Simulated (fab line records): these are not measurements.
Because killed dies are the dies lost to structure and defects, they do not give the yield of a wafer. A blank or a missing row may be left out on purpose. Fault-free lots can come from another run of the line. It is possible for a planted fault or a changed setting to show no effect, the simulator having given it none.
Chamber matching || flow nand-harc || pecvd-01 running NHARC_A_M0_DEP_32: 3 sister chambers
The step deposits SiCN, target thk 30 nm. 20 wafers are shown with their chamber, then 10 later ones without.

## WAFERS WITH THEIR CHAMBER
{"wafer": "L077.3", "chamber": 1, "heater-power-w (W)": 626}
{"wafer": "L077.4", "chamber": 0, "heater-power-w (W)": 781}
{"wafer": "L077.6", "chamber": 1, "heater-power-w (W)": 641}
{"wafer": "L076.1", "chamber": 2, "heater-power-w (W)": 541}
{"wafer": "L076.3", "chamber": 0, "heater-power-w (W)": 807}
{"wafer": "L076.4", "chamber": 1, "heater-power-w (W)": 525}
{"wafer": "L084.1", "chamber": 2, "heater-power-w (W)": 544}
{"wafer": "L084.3", "chamber": 0, "heater-power-w (W)": 747}
{"wafer": "L084.5", "chamber": 1, "heater-power-w (W)": 554}
{"wafer": "L087.2", "chamber": 1, "heater-power-w (W)": 622}
{"wafer": "L087.4", "chamber": 0, "heater-power-w (W)": 738}
{"wafer": "L087.5", "chamber": 1, "heater-power-w (W)": 633}
{"wafer": "L091.3", "chamber": 1, "heater-power-w (W)": 635}
{"wafer": "L091.4", "chamber": 1, "heater-power-w (W)": 626}
{"wafer": "L091.6", "chamber": 0, "heater-power-w (W)": 729}
{"wafer": "L092.1", "chamber": 2, "heater-power-w (W)": 520}
{"wafer": "L092.3", "chamber": 0, "heater-power-w (W)": 717}
{"wafer": "L092.6", "chamber": 1, "heater-power-w (W)": 636}
{"wafer": "L092.2", "chamber": 1, "heater-power-w (W)": 633}
{"wafer": "L092.4", "chamber": 0, "heater-power-w (W)": 712}

SIGNATURES (means of the wafers above)
{"reading": "heater-power-w", "chamber 0": 747.29, "chamber 1": 613.10, "chamber 2": 535.00, "scatter within a chamber": 35.9}
Rule: for a wafer and a chamber, the distance is found by dividing, reading by reading, the gap between the wafer's reading and the chamber's mean by the reading's scatter, squaring, summing and taking the root. The wafer belongs to the nearest chamber; if the next one is less than 2 further off, it can't be placed. The scatter: take each reading less its chamber's mean, square it, sum over the shown wafers, divide by the number of wafers less the number of chambers, and take the root.

## WAFERS MISSING THEIR CHAMBER
{"wafer": "L092.5", "heater-power-w (W)": 501}
{"wafer": "L094.1", "heater-power-w (W)": 575}
{"wafer": "L094.2", "heater-power-w (W)": 808}
{"wafer": "L094.3", "heater-power-w (W)": 523}
{"wafer": "L094.4", "heater-power-w (W)": 803}
{"wafer": "L094.5", "heater-power-w (W)": 585}
{"wafer": "L094.6", "heater-power-w (W)": 523}
{"wafer": "L096.1", "heater-power-w (W)": 447}
{"wafer": "L096.2", "heater-power-w (W)": 609}
{"wafer": "L096.3", "heater-power-w (W)": 708}

## WHICH CHAMBER EACH ONE RAN IN
{"wafer": "L092.5", "from the rows above": 2, "in truth": 2}
{"wafer": "L094.1", "from the rows above": "can't be placed: 1 or 2", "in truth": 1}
{"wafer": "L094.2", "from the rows above": 0, "in truth": 0}
{"wafer": "L094.3", "from the rows above": 2, "in truth": 2}
{"wafer": "L094.4", "from the rows above": 0, "in truth": 0}
{"wafer": "L094.5", "from the rows above": "can't be placed: 1 or 2", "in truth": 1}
{"wafer": "L094.6", "from the rows above": 2, "in truth": 2}
{"wafer": "L096.1", "from the rows above": 2, "in truth": 2}
{"wafer": "L096.2", "from the rows above": "can't be placed: 1 or 2", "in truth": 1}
{"wafer": "L096.3", "from the rows above": "can't be placed: 0 or 1", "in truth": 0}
Placed correctly: 6 of 10. These rows do not allow placing 4 (true chamber among the candidates in 4). Wrongly placed: 0.
